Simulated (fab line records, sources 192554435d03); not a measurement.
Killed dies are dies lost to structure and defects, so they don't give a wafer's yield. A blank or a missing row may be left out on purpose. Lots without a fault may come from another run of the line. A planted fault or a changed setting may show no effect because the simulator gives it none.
Which tool did it? | flow n5_finfet | 12 lots, 36 wafers sampled, at 6 steps of a route of 1938

WHAT THE GAUGES READ, wafer by wafer
N5_BEOL_M11_THK_MEAS_01.
lot  | measured     | on            | M11_ILD_THK (nm)
L074 | day 10 16:02 | film_metro-02 | 269 264 271
L077 | day 11 16:36 | film_metro-02 | 268 270 271
L080 | day 11 18:13 | film_metro-02 | 264 262 268
L081 | day 12 01:55 | film_metro-01 | 264 264 265
L083 | day 13 03:30 | film_metro-01 | 272 272 275
L084 | day 13 04:20 | film_metro-02 | 260 268 266
L087 | day 13 10:37 | film_metro-02 | 268 267 273
L091 | day 14 16:10 | film_metro-02 | 263 262 265
L090 | day 14 19:37 | film_metro-02 | 265 264 267
L092 | day 15 02:56 | film_metro-01 | 270 266 272
L094 | day 15 22:17 | film_metro-01 | 260 262 268
L097 | day 16 06:09 | film_metro-02 | 274 271 276

WHICH TOOL RAN EACH LOT (tool, then ch and the chambers of the sampled wafers, then the start)
lot  | N5_BEOL_M10_STRIP_19               | N5_BEOL_M10_STRIP_77                          | N5_BEOL_M10_PRE_CLEAN_45     | N5_BEOL_M10_ALD_74                  | N5_BEOL_M10_DEP_56
L074 | rie_diel-02 ch 0,3, day 10 11:07   | rie_diel-06 ch 0,2, day 10 13:35 or earlier   | pvd_sputter-02, day 10 13:35 | ald_metal-03 ch 1,2,3, day 10 13:39 | pecvd-04 ch 0,1,2, day 10 15:19
L077 | rie_diel-06 ch 0,1, day 11 05:35   | rie_diel-06 ch 0,3, day 11 12:41 or earlier   | pvd_sputter-01, day 11 12:41 | ald_metal-03 ch 0,2, day 11 12:59   | pecvd-03 ch 0,1, day 11 15:50
L080 | rie_diel-06 ch 0,1,3, day 11 13:25 | rie_diel-02 ch 1,2,3, day 11 15:58 or earlier | pvd_sputter-03, day 11 15:58 | ald_metal-04 ch 1,2,3, day 11 16:02 | pecvd-03 ch 0,2, day 11 17:28
L081 | rie_diel-06 ch 0,1,3, day 11 20:13 | rie_diel-02 ch 1,2, day 11 22:07 or earlier   | pvd_sputter-01, day 11 22:07 | ald_metal-01 ch 2,3, day 11 22:21   | pecvd-04 ch 0,1, day 12 01:11
L083 | rie_diel-02 ch 0,1,3, day 12 19:53 | rie_diel-02 ch 0,1,3, day 13 01:16 or earlier | pvd_sputter-03, day 13 01:16 | ald_metal-04 ch 2,3, day 13 01:22   | pecvd-04 ch 0,1,2, day 13 02:47
L084 | rie_diel-06 ch 1,2,3, day 12 20:19 | rie_diel-06 ch 1,3, day 13 01:25 or earlier   | pvd_sputter-01, day 13 01:25 | ald_metal-03 ch 0,2, day 13 01:35   | pecvd-02 ch 0,2, day 13 03:37
L087 | rie_diel-03 ch 0,1,2, day 13 04:49 | rie_diel-03 ch 0,2, day 13 08:22 or earlier   | pvd_sputter-02, day 13 08:22 | ald_metal-03 ch 1,3, day 13 08:25   | pecvd-02 ch 0,1,2, day 13 09:54
L091 | rie_diel-06 ch 1,2,3, day 14 10:22 | rie_diel-06 ch 0,1,2, day 14 13:28 or earlier | pvd_sputter-01, day 14 13:28 | ald_metal-04 ch 1,2,3, day 14 13:34 | pecvd-03 ch 0,2, day 14 15:26
L090 | rie_diel-06 ch 2,3, day 14 14:20   | rie_diel-02 ch 1,2, day 14 16:46 or earlier   | pvd_sputter-01, day 14 16:46 | ald_metal-04 ch 0,2,3, day 14 16:50 | pecvd-04 ch 1,2, day 14 18:42
L092 | rie_diel-03 ch 0,1,3, day 14 21:34 | rie_diel-03 ch 1,2,3, day 15 00:30 or earlier | pvd_sputter-03, day 15 00:30 | ald_metal-03 ch 0,1,2, day 15 00:34 | pecvd-03 ch 1,2, day 15 02:11
L094 | rie_diel-03 ch 0,2, day 15 17:20   | rie_diel-02 ch 1,3, day 15 19:40 or earlier   | pvd_sputter-02, day 15 19:40 | ald_metal-03 ch 0,2,3, day 15 19:44 | pecvd-02 ch 0,2, day 15 21:33
L097 | rie_diel-02 ch 1,2,3, day 16 01:08 | rie_diel-06 ch 0,2,3, day 16 03:46 or earlier | pvd_sputter-02, day 16 03:46 | ald_metal-03 ch 1,2,3, day 16 03:50 | pecvd-03 ch 0,2, day 16 05:25
- N5_BEOL_M10_STRIP_19: strips in O2.
- N5_BEOL_M10_STRIP_77: strips in N2/H2, time 10 s.
- N5_BEOL_M10_PRE_CLEAN_45: time 30 s.
- N5_BEOL_M10_ALD_74: deposits TaN, target thk 2 nm, pulse time 2 s, purge time 3 s.
- N5_BEOL_M10_DEP_56: deposits SiCN from 3MS/NH3, target thk 15 nm, time 26.5 s.

THE ANSWER, worked out from the rows above alone
Rule: what is usual is taken from the lots themselves. Put in order of their means at a reading, lots are off if they are a third of the lots or fewer, leave a main group of 4 or more, and stand apart from it by a gap of 3 or more times the standard deviation of the main group's means; of several such gaps the widest counts. A main group whose means are all the same, to the digits that the tables above print for the reading, isn't used. A lot without any number at a reading at which 4 lots or more have one is off too. The other lots that the step has rows for count as sound.
No lot is off at any reading shown: from this, nothing can be told.

WHAT THE SIMULATOR HAD PUT IN
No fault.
